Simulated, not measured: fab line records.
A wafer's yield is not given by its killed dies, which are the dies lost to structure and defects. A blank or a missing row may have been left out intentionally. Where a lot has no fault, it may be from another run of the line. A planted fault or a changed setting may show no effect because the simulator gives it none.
Matching of chambers / flow n5_finfet / rie_diel-02 running N5_BEOL_M5_ETCH_75: 4 sister chambers
The step etches underlayer in N2/H2, target depth 6.5 nm, time 5.2 s. 18 wafers are shown with their chamber, then 9 later ones without.

WAFERS PAIRED WITH THEIR CHAMBERS
wafer=L074.1; chamber=0; showerhead_plenum_p_Torr (Torr)=2.56; throttle_valve_pct (%)=17.5; drypump_motor_current_A (A)=5.8
wafer=L074.2; chamber=3; showerhead_plenum_p_Torr (Torr)=2.51; throttle_valve_pct (%)=18.2; drypump_motor_current_A (A)=5.7
wafer=L074.4; chamber=2; showerhead_plenum_p_Torr (Torr)=2.58; throttle_valve_pct (%)=17.7; drypump_motor_current_A (A)=5.6
wafer=L077.4; chamber=0; showerhead_plenum_p_Torr (Torr)=2.56; throttle_valve_pct (%)=17.5; drypump_motor_current_A (A)=5.8
wafer=L077.5; chamber=0; showerhead_plenum_p_Torr (Torr)=2.56; throttle_valve_pct (%)=17.5; drypump_motor_current_A (A)=5.8
wafer=L077.6; chamber=1; showerhead_plenum_p_Torr (Torr)=2.51; throttle_valve_pct (%)=17.7; drypump_motor_current_A (A)=5.9
wafer=L081.2; chamber=1; showerhead_plenum_p_Torr (Torr)=2.50; throttle_valve_pct (%)=17.7; drypump_motor_current_A (A)=5.9
wafer=L081.5; chamber=1; showerhead_plenum_p_Torr (Torr)=2.50; throttle_valve_pct (%)=17.7; drypump_motor_current_A (A)=5.9
wafer=L081.6; chamber=0; showerhead_plenum_p_Torr (Torr)=2.56; throttle_valve_pct (%)=17.5; drypump_motor_current_A (A)=5.8
wafer=L083.1; chamber=3; showerhead_plenum_p_Torr (Torr)=2.50; throttle_valve_pct (%)=18.2; drypump_motor_current_A (A)=5.8
wafer=L083.2; chamber=2; showerhead_plenum_p_Torr (Torr)=2.57; throttle_valve_pct (%)=17.3; drypump_motor_current_A (A)=5.7
wafer=L083.4; chamber=0; showerhead_plenum_p_Torr (Torr)=2.56; throttle_valve_pct (%)=17.5; drypump_motor_current_A (A)=5.8
wafer=L087.3; chamber=0; showerhead_plenum_p_Torr (Torr)=2.55; throttle_valve_pct (%)=17.5; drypump_motor_current_A (A)=5.9
wafer=L087.5; chamber=1; showerhead_plenum_p_Torr (Torr)=2.50; throttle_valve_pct (%)=17.7; drypump_motor_current_A (A)=5.9
wafer=L087.6; chamber=2; showerhead_plenum_p_Torr (Torr)=2.57; throttle_valve_pct (%)=17.3; drypump_motor_current_A (A)=5.7
wafer=L086.2; chamber=1; showerhead_plenum_p_Torr (Torr)=2.50; throttle_valve_pct (%)=17.7; drypump_motor_current_A (A)=5.9
wafer=L086.4; chamber=1; showerhead_plenum_p_Torr (Torr)=2.50; throttle_valve_pct (%)=17.7; drypump_motor_current_A (A)=5.9
wafer=L086.6; chamber=2; showerhead_plenum_p_Torr (Torr)=2.57; throttle_valve_pct (%)=17.3; drypump_motor_current_A (A)=5.7

SIGNATURES (averages over the wafers above)
reading=showerhead_plenum_p_Torr; chamber 0=2.5583; chamber 1=2.5017; chamber 2=2.5725; chamber 3=2.5050; scatter within a chamber=0.00456
reading=throttle_valve_pct; chamber 0=17.500; chamber 1=17.700; chamber 2=17.400; chamber 3=18.200; scatter within a chamber=0.0926
reading=drypump_motor_current_A; chamber 0=5.817; chamber 1=5.900; chamber 2=5.675; chamber 3=5.750; scatter within a chamber=0.0386
Rule: a wafer lies at a distance from a chamber equal to the root of the sum of squares, over the readings, of (its reading less the chamber's mean, divided by the reading's scatter). The wafer belongs to the nearest chamber; if the next one is less than 2 further off, it can't be placed. The scatter: take each reading less its chamber's mean, square it, sum over the shown wafers, divide by the number of wafers less the number of chambers, and take the root.

WAFERS WHOSE CHAMBER IS MISSING
wafer=L090.2; showerhead_plenum_p_Torr (Torr)=2.55; throttle_valve_pct (%)=17.5; drypump_motor_current_A (A)=5.9
wafer=L090.4; showerhead_plenum_p_Torr (Torr)=2.50; throttle_valve_pct (%)=17.7; drypump_motor_current_A (A)=5.9
wafer=L090.5; showerhead_plenum_p_Torr (Torr)=2.50; throttle_valve_pct (%)=17.8; drypump_motor_current_A (A)=5.7
wafer=L094.2; showerhead_plenum_p_Torr (Torr)=2.50; throttle_valve_pct (%)=17.8; drypump_motor_current_A (A)=5.7
wafer=L094.3; showerhead_plenum_p_Torr (Torr)=2.57; throttle_valve_pct (%)=17.3; drypump_motor_current_A (A)=5.7
wafer=L094.5; showerhead_plenum_p_Torr (Torr)=2.50; throttle_valve_pct (%)=17.8; drypump_motor_current_A (A)=5.8
wafer=L096.4; showerhead_plenum_p_Torr (Torr)=2.49; throttle_valve_pct (%)=17.8; drypump_motor_current_A (A)=5.7
wafer=L096.5; showerhead_plenum_p_Torr (Torr)=2.49; throttle_valve_pct (%)=17.7; drypump_motor_current_A (A)=5.9
wafer=L096.6; showerhead_plenum_p_Torr (Torr)=2.54; throttle_valve_pct (%)=17.6; drypump_motor_current_A (A)=5.8

EACH ONE'S CHAMBER
wafer=L090.2; from the rows above=0; in truth=0
wafer=L090.4; from the rows above=1; in truth=1
wafer=L090.5; from the rows above=can't be placed: 3 or 1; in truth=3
wafer=L094.2; from the rows above=can't be placed: 3 or 1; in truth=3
wafer=L094.3; from the rows above=2; in truth=2
wafer=L094.5; from the rows above=can't be placed: 1 or 3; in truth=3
wafer=L096.4; from the rows above=can't be placed: 3 or 1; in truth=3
wafer=L096.5; from the rows above=1; in truth=1
wafer=L096.6; from the rows above=0; in truth=0
Correctly placed: 5 of 9. Can't be placed from these rows: 4 (the true chamber is among the candidates in 4). Placed wrongly: 0.
